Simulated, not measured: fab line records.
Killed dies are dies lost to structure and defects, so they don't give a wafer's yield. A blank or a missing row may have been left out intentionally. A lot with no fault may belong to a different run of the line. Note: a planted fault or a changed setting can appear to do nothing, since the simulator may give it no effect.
Chamber matching | flow n5 finfet | N5_FIN_SAQP_SPACER1_ALD_24 on ald sin-03: 4 sister chambers
The step deposits SiO2, target thk 20.3 nm, pulse time 1 s, purge time 2 s. 8 wafers are shown with their chamber, then 10 later ones without.

## WAFERS, EACH WITH ITS CHAMBER
wafer  | chamber | heater power outer w (W) | heater power w (W)
L078.6 | 0       | 235                      | 436
L079.4 | 0       | 240                      | 436
L083.3 | 1       | 262                      | 429
L083.5 | 3       | 275                      | 492
L084.4 | 1       | 268                      | 426
L084.6 | 2       | 251                      | 434
L086.3 | 2       | 253                      | 431
L086.4 | 3       | 278                      | 468

## WAFERS WITHOUT THEIR CHAMBER
wafer  | heater power outer w (W) | heater power w (W)
L086.6 | 253                      | 456
L092.4 | 262                      | 436
L092.5 | 238                      | 436
L092.6 | 277                      | 480
L094.2 | 226                      | 441
L094.3 | 260                      | 437
L094.6 | 258                      | 447
L096.1 | 276                      | 474
L096.3 | 270                      | 442
L096.5 | 239                      | 436

## EACH ONE'S CHAMBER
wafer  | from the rows above     | in truth
L086.6 | 2                       | 2
L092.4 | can't be placed: 1 or 2 | 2
L092.5 | 0                       | 0
L092.6 | 3                       | 3
L094.2 | 0                       | 0
L094.3 | can't be placed: 1 or 2 | 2
L094.6 | can't be placed: 2 or 1 | 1
L096.1 | 3                       | 3
L096.3 | 1                       | 1
L096.5 | 0                       | 0
7 of 10 placed correctly. Can't be placed from these rows: 3 (the true chamber is among the candidates in 3). 0 placed wrongly.
How it was worked out, from the rows above alone: a wafer's distance from a chamber is the root of the sum, over the readings, of the square of ((its reading less the chamber's mean) divided by the reading's scatter). If the next closest chamber is less than 2 further off than the closest, the wafer can't be placed; otherwise it belongs to the closest. Each chamber's mean is taken over the wafers shown for it. The scatter is the square root of a quotient: the sum, over the shown wafers, of each reading's squared deviation from its chamber's mean, divided by wafers minus chambers.
